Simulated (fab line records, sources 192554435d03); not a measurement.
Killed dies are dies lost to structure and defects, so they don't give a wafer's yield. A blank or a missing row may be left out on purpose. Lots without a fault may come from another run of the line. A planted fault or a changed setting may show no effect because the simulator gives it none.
Chamber matching | flow n5_finfet | N5_BEOL_M2_CMP_52 on cmp-01: 4 sister chambers
The step polishes, stops on SiOC, t overpolish 6.8 s, target thk 40 nm. 4 wafers are shown with their chamber, then 12 later ones without.

WAFERS WITH THEIR CHAMBER
wafer  | chamber | motor_current_A (A)
L088.4 | 1       | 7.2
L092.1 | 3       | 6.8
L092.2 | 2       | 7.8
L092.3 | 0       | 6.8

WAFERS WITHOUT THEIR CHAMBER
wafer  | motor_current_A (A)
L093.2 | 7.5
L093.3 | 6.2
L093.4 | 6.8
L091.1 | 7.8
L091.2 | 6.4
L091.3 | 6.6
L096.1 | 6.8
L096.2 | 7.4
L096.4 | 6.2
L096.3 | 8.1
L096.5 | 6.5
L096.6 | 6.3

WHICH CHAMBER EACH WENT THROUGH
wafer  | from the rows above               | in truth
L093.2 | can't be placed: 1 or 2 or 0 or 3 | 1
L093.3 | can't be placed: 0 or 3 or 1      | 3
L093.4 | can't be placed: 0 or 3 or 1      | 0
L091.1 | can't be placed: 2 or 1           | 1
L091.2 | can't be placed: 0 or 3 or 1      | 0
L091.3 | can't be placed: 0 or 3 or 1      | 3
L096.1 | can't be placed: 0 or 3 or 1      | 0
L096.2 | can't be placed: 1 or 2 or 0 or 3 | 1
L096.4 | can't be placed: 0 or 3 or 1      | 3
L096.3 | can't be placed: 2 or 1           | 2
L096.5 | can't be placed: 0 or 3 or 1      | 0
L096.6 | can't be placed: 0 or 3 or 1      | 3
Placed correctly: 0 of 12. Can't be placed from these rows: 12 (the true chamber is among the candidates in 12). Placed wrongly: 0.
How it was worked out, from the rows above alone: a wafer's distance from a chamber is the root of the sum, over the readings, of the square of ((its reading less the chamber's mean) divided by the reading's scatter). The wafer belongs to the nearest chamber; if the next one is less than 2 further off, it can't be placed. A chamber's mean is the mean of its shown wafers. The scatter: with one shown wafer a chamber, the root of the mean of the squares of how far each hidden wafer lies from its nearest shown one.
